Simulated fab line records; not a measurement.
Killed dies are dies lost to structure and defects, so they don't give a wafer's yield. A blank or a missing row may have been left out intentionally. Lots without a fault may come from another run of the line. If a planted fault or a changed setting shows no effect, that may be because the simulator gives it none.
Matching of chambers + flow n5_finfet + N5_BEOL_M5_ETCH_67 on rie_diel-06: 4 sister chambers
The step etches SiARC in CF4, target depth 15.6 nm, time 26 s. 4 wafers are shown with their chamber, then 12 later ones without.

WAFERS WITH THEIR CHAMBER
| wafer  | chamber | drypump_motor_current_A (A) |
|--------|---------|-----------------------------|
| L085.4 | 0       | 5.84                        |
| L091.4 | 1       | 5.91                        |
| L091.5 | 3       | 5.78                        |
| L091.6 | 2       | 5.51                        |

WAFERS WITHOUT THEIR CHAMBER
| wafer  | drypump_motor_current_A (A) |
|--------|-----------------------------|
| L094.1 | 5.51                        |
| L094.2 | 5.83                        |
| L094.3 | 5.89                        |
| L094.4 | 5.75                        |
| L094.5 | 5.91                        |
| L094.6 | 5.51                        |
| L097.1 | 5.85                        |
| L097.2 | 5.90                        |
| L097.3 | 5.51                        |
| L097.4 | 5.83                        |
| L097.5 | 5.84                        |
| L097.6 | 5.94                        |

CHAMBER TAKEN BY EACH
| wafer  | from the rows above | in truth                   |
|--------|---------------------|----------------------------|
| L094.1 | 2                   | 2                          |
| L094.2 | 0                   | 0                          |
| L094.3 | 1                   | 1                          |
| L094.4 | 3                   | 3                          |
| L094.5 | 1                   | 1                          |
| L094.6 | 2                   | 2                          |
| L097.1 | 0                   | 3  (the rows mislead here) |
| L097.2 | 1                   | 1                          |
| L097.3 | 2                   | 2                          |
| L097.4 | 0                   | 0                          |
| L097.5 | 0                   | 0                          |
| L097.6 | 1                   | 1                          |
Correct placement for 11 of the 12. Can't be placed from these rows: 0. Placed wrongly: 1.
How it was worked out, from the rows above alone: a wafer's distance from a chamber is the root of the sum, over the readings, of the square of ((its reading less the chamber's mean) divided by the reading's scatter). If the next closest chamber is less than 2 further off than the closest, the wafer can't be placed; otherwise it belongs to the closest. For every chamber, the mean is computed from those of its wafers that are shown. The scatter: with one shown wafer a chamber, the root of the mean of the squares of how far each hidden wafer lies from its nearest shown one.
